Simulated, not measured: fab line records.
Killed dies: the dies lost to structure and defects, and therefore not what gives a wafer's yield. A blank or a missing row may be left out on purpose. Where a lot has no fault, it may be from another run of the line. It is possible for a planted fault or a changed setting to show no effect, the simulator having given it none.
Comparing a struck lot with a sound one | flow nandHarc | 15 out of 1302 route steps
Sound: the wafers L307.1, L307.2, L307.3. Struck: wafers L296.1, L296.2, L296.5. Last of all comes the cause.
At each step with rows: each side's tool, then ch and its chambers, then its first start. Under that, the readings that differ: sound wafers | struck wafers | difference of the means | sigmas: that difference in standard deviations of wafers without a fault.
alike: readings whose means differ by less than 2 such deviations, and words and numbers that are the same on both sides. not compared: withheld readings, readings that some wafer has no value for, bounds like >300 that may hide the same value, and numbers for which the record gives no deviation and whose values overlap.
The two part at a step that has a row with sigmas, a row that says differs or no value, or rows on one side only. Numbers that don't overlap but have no deviation are shown without sigmas and don't part them. A reading missing from all wafers of one side parts the sides only when that side holds two or more wafers.

first, 7 steps without rows for these wafers: NHARC_P_ZERO_WELL_HMDS_30 (time 30 s); NHARC_P_ZERO_WELL_COAT_31; NHARC_P_ZERO_WELL_SOFTBAKE_32 (time 95 s); NHARC_P_ZERO_WELL_EBR_33; NHARC_P_ZERO_WELL_EXPOSE_34 (exposes mask P PWELL, target cd 720 nm); NHARC_P_ZERO_WELL_PEB_35 (peb time 85 s); NHARC_P_ZERO_WELL_DEVELOP_36 (time 70 s).
NHARC_P_ZERO_WELL_CD_MEAS_37 targets a cd of 720 nm.
  sound on cdSem-02 ch 0, day 8 07:36; struck on cdSem-03 ch 0, day 3 16:09
  alike: cdNm
then, 1 step without rows for these wafers: NHARC_P_ZERO_WELL_HARDBAKE_38 (time 80 s).
NHARC_P_ZERO_WELL_DESCUM_39: chemistry O2, time 3 s.
  sound on rieDiel-06 ch 0,1,2, day 8 07:46; struck on rieDiel-01 ch 0,1,3, day 3 16:19
  alike: drypumpMotorCurrentA, oesProductAu, rfVppV, showerheadPlenumPTorr, throttleValvePct
  not compared: rfHoursCounterH
then, 2 steps without rows for these wafers: NHARC_P_ZERO_WELL_IMPLANT_40; NHARC_P_ZERO_WELL_IMPLANT_59.
NHARC_P_ZERO_WELL_IMPLANT_60:
  sound on implanter-02 ch 0, day 8 08:16; struck on implanter-01, day 3 16:49
  no value came back on the struck wafers for beamEnergyKeV, beamOnS (s), faradayCurrentUA; on the sound wafers beamEnergyKeV reads 30.008 29.999 30.003
then, 1 step without rows for these wafers: NHARC_P_ZERO_WELL_STRIP_41 (strips in SPM, time 840 s).
-- jump in the record: it breaks off in module P_ZERO_WELL and resumes in module END (first step shown: number 1302 of the route), and 22 days separate the struck wafers' starts before and after --
NHARC_END_SORT_01:
  the record has rows for the struck wafers here (prober-02 ch 0, day 25 23:23) and none for the sound ones

## WHERE THEY PART
First at NHARC_P_ZERO_WELL_IMPLANT_60; last, within this record, at NHARC_END_SORT_01.

WHY: whatever the simulator had introduced
At NHARC_P_ZERO_WELL_IMPLANT_60, the step was skipped entirely on implanter-01 from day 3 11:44 on. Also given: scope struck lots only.
